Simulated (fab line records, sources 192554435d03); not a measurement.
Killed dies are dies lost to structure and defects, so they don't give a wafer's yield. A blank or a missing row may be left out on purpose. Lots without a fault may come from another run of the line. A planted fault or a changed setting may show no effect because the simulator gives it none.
Chamber matching | flow n5_finfet | N5_BEOL_M1_ETCH_63 on rie_diel-03: 4 sister chambers
The step etches SiARC in CF4, target depth 15.6 nm, time 26 s. 20 wafers are shown with their chamber, then 10 later ones without.

WAFERS WITH THEIR CHAMBER
wafer  | chamber | showerhead_plenum_p_Torr (Torr) | drypump_motor_current_A (A) | throttle_valve_pct (%)
L075.3 | 3       | 2.23                            | 5.2                         | 15.86
L075.4 | 0       | 2.23                            | 5.6                         | 15.80
L075.6 | 0       | 2.23                            | 5.6                         | 15.82
L082.1 | 3       | 2.23                            | 5.2                         | 15.88
L082.2 | 0       | 2.22                            | 5.6                         | 15.86
L082.3 | 2       | 2.07                            | 5.5                         | 15.90
L083.3 | 2       | 2.07                            | 5.5                         | 15.92
L083.4 | 3       | 2.23                            | 5.2                         | 15.90
L083.5 | 0       | 2.22                            | 5.6                         | 15.83
L084.3 | 0       | 2.22                            | 5.6                         | 15.85
L084.4 | 1       | 2.14                            | 5.7                         | 15.79
L084.6 | 3       | 2.23                            | 5.2                         | 15.89
L088.1 | 2       | 2.06                            | 5.5                         | 15.95
L088.3 | 3       | 2.22                            | 5.2                         | 15.91
L088.5 | 2       | 2.06                            | 5.5                         | 15.94
L089.1 | 2       | 2.06                            | 5.5                         | 15.95
L089.5 | 0       | 2.22                            | 5.7                         | 15.86
L089.6 | 3       | 2.22                            | 5.3                         | 15.92
L091.1 | 0       | 2.22                            | 5.7                         | 15.87
L091.2 | 3       | 2.22                            | 5.3                         | 15.92

SIGNATURES (means of the wafers above)
reading                  | chamber 0 | chamber 1 | chamber 2 | chamber 3 | scatter within a chamber
showerhead_plenum_p_Torr | 2.2229    | 2.1400    | 2.0640    | 2.2257    | 0.00521
drypump_motor_current_A  | 5.629     | 5.700     | 5.500     | 5.229     | 0.0423
throttle_valve_pct       | 15.8414   | 15.7900   | 15.9320   | 15.8971   | 0.0233
Rule: a wafer's distance from a chamber is the root of the sum, over the readings, of the square of ((its reading less the chamber's mean) divided by the reading's scatter). The wafer belongs to the nearest chamber; if the next one is less than 2 further off, it can't be placed. The scatter: the root of (the sum of the squares of (reading less its chamber's mean) over the shown wafers, divided by (wafers less chambers)).

WAFERS WITHOUT THEIR CHAMBER
wafer  | showerhead_plenum_p_Torr (Torr) | drypump_motor_current_A (A) | throttle_valve_pct (%)
L091.6 | 2.22                            | 5.2                         | 15.92
L092.1 | 2.22                            | 5.6                         | 15.87
L092.2 | 2.06                            | 5.5                         | 15.96
L092.3 | 2.14                            | 5.8                         | 15.82
L092.4 | 2.22                            | 5.2                         | 15.94
L092.5 | 2.06                            | 5.5                         | 15.96
L092.6 | 2.22                            | 5.3                         | 15.94
L093.2 | 2.22                            | 5.7                         | 15.87
L093.4 | 2.14                            | 5.7                         | 15.82
L093.5 | 2.14                            | 5.7                         | 15.83

WHICH CHAMBER EACH WENT THROUGH
wafer  | from the rows above | in truth
L091.6 | 3                   | 3
L092.1 | 0                   | 0
L092.2 | 2                   | 2
L092.3 | 1                   | 1
L092.4 | 3                   | 3
L092.5 | 2                   | 2
L092.6 | 3                   | 3
L093.2 | 0                   | 0
L093.4 | 1                   | 1
L093.5 | 1                   | 1
Placed correctly: 10 of 10. Can't be placed from these rows: 0. Placed wrongly: 0.
